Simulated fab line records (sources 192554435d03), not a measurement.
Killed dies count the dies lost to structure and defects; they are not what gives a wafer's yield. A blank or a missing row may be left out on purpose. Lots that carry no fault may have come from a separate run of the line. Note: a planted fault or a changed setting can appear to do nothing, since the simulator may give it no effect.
Matching of chambers / flow n5Finfet / 4 sister chambers for N5_BEOL_M9_DESCUM_33 on rieDiel-04
The step chemistry O2, time 7 s. 18 wafers are shown with their chamber, then 9 later ones without.

== EACH WAFER AND ITS CHAMBER ==
wafer=L077.2; chamber=3; throttleValvePct (%)=20.08; showerheadPlenumPTorr (Torr)=2.05; oesProductAu (a.u.)=0.70
wafer=L077.3; chamber=0; throttleValvePct (%)=20.59; showerheadPlenumPTorr (Torr)=2.19; oesProductAu (a.u.)=0.79
wafer=L077.6; chamber=2; throttleValvePct (%)=20.07; showerheadPlenumPTorr (Torr)=2.13; oesProductAu (a.u.)=0.95
wafer=L079.1; chamber=0; throttleValvePct (%)=20.59; showerheadPlenumPTorr (Torr)=2.19; oesProductAu (a.u.)=0.78
wafer=L079.2; chamber=2; throttleValvePct (%)=20.05; showerheadPlenumPTorr (Torr)=2.12; oesProductAu (a.u.)=0.94
wafer=L079.3; chamber=1; throttleValvePct (%)=20.46; showerheadPlenumPTorr (Torr)=2.08; oesProductAu (a.u.)=1.00
wafer=L084.1; chamber=1; throttleValvePct (%)=20.47; showerheadPlenumPTorr (Torr)=2.08; oesProductAu (a.u.)=0.99
wafer=L084.2; chamber=2; throttleValvePct (%)=20.05; showerheadPlenumPTorr (Torr)=2.12; oesProductAu (a.u.)=0.92
wafer=L084.3; chamber=0; throttleValvePct (%)=20.57; showerheadPlenumPTorr (Torr)=2.19; oesProductAu (a.u.)=0.78
wafer=L083.1; chamber=0; throttleValvePct (%)=20.59; showerheadPlenumPTorr (Torr)=2.19; oesProductAu (a.u.)=0.76
wafer=L083.3; chamber=3; throttleValvePct (%)=20.09; showerheadPlenumPTorr (Torr)=2.04; oesProductAu (a.u.)=0.69
wafer=L083.4; chamber=1; throttleValvePct (%)=20.46; showerheadPlenumPTorr (Torr)=2.07; oesProductAu (a.u.)=0.95
wafer=L082.1; chamber=3; throttleValvePct (%)=20.10; showerheadPlenumPTorr (Torr)=2.04; oesProductAu (a.u.)=0.69
wafer=L082.5; chamber=2; throttleValvePct (%)=20.06; showerheadPlenumPTorr (Torr)=2.12; oesProductAu (a.u.)=0.89
wafer=L082.6; chamber=3; throttleValvePct (%)=20.12; showerheadPlenumPTorr (Torr)=2.04; oesProductAu (a.u.)=0.69
wafer=L087.2; chamber=1; throttleValvePct (%)=20.49; showerheadPlenumPTorr (Torr)=2.07; oesProductAu (a.u.)=0.94
wafer=L087.4; chamber=3; throttleValvePct (%)=20.09; showerheadPlenumPTorr (Torr)=2.04; oesProductAu (a.u.)=0.69
wafer=L087.6; chamber=0; throttleValvePct (%)=20.60; showerheadPlenumPTorr (Torr)=2.19; oesProductAu (a.u.)=0.75

SIGNATURES, as means of the wafers listed above
reading=throttleValvePct; chamber 0=20.5880; chamber 1=20.4700; chamber 2=20.0575; chamber 3=20.0960; scatter within a chamber=0.0127
reading=showerheadPlenumPTorr; chamber 0=2.1900; chamber 1=2.0750; chamber 2=2.1225; chamber 3=2.0420; scatter within a chamber=0.00427
reading=oesProductAu; chamber 0=0.7720; chamber 1=0.9700; chamber 2=0.9250; chamber 3=0.6920; scatter within a chamber=0.0205
Rule: for a wafer and a chamber, the distance is found by dividing, reading by reading, the gap between the wafer's reading and the chamber's mean by the reading's scatter, squaring, summing and taking the root. The wafer belongs to the nearest chamber; if the next one is less than 2 further off, it can't be placed. How the scatter is found: for the shown wafers, subtract from each reading the mean of its chamber, square and add these, divide the total by (wafers less chambers), then take the root.

== WAFERS MISSING THEIR CHAMBER ==
wafer=L086.2; throttleValvePct (%)=20.46; showerheadPlenumPTorr (Torr)=2.07; oesProductAu (a.u.)=0.94
wafer=L086.3; throttleValvePct (%)=20.11; showerheadPlenumPTorr (Torr)=2.04; oesProductAu (a.u.)=0.68
wafer=L086.4; throttleValvePct (%)=20.08; showerheadPlenumPTorr (Torr)=2.12; oesProductAu (a.u.)=0.89
wafer=L090.2; throttleValvePct (%)=20.10; showerheadPlenumPTorr (Torr)=2.04; oesProductAu (a.u.)=0.69
wafer=L090.5; throttleValvePct (%)=20.11; showerheadPlenumPTorr (Torr)=2.04; oesProductAu (a.u.)=0.69
wafer=L090.6; throttleValvePct (%)=20.61; showerheadPlenumPTorr (Torr)=2.19; oesProductAu (a.u.)=0.76
wafer=L089.2; throttleValvePct (%)=20.62; showerheadPlenumPTorr (Torr)=2.18; oesProductAu (a.u.)=0.75
wafer=L089.4; throttleValvePct (%)=20.08; showerheadPlenumPTorr (Torr)=2.12; oesProductAu (a.u.)=0.87
wafer=L089.5; throttleValvePct (%)=20.08; showerheadPlenumPTorr (Torr)=2.12; oesProductAu (a.u.)=0.89

== WHICH CHAMBER EACH ONE RAN IN ==
wafer=L086.2; from the rows above=1; in truth=1
wafer=L086.3; from the rows above=3; in truth=3
wafer=L086.4; from the rows above=2; in truth=2
wafer=L090.2; from the rows above=3; in truth=3
wafer=L090.5; from the rows above=3; in truth=3
wafer=L090.6; from the rows above=0; in truth=0
wafer=L089.2; from the rows above=0; in truth=0
wafer=L089.4; from the rows above=2; in truth=2
wafer=L089.5; from the rows above=2; in truth=2
Correctly placed: 9 of 9. Left unplaced by these rows: 0. Number placed wrongly: 0.
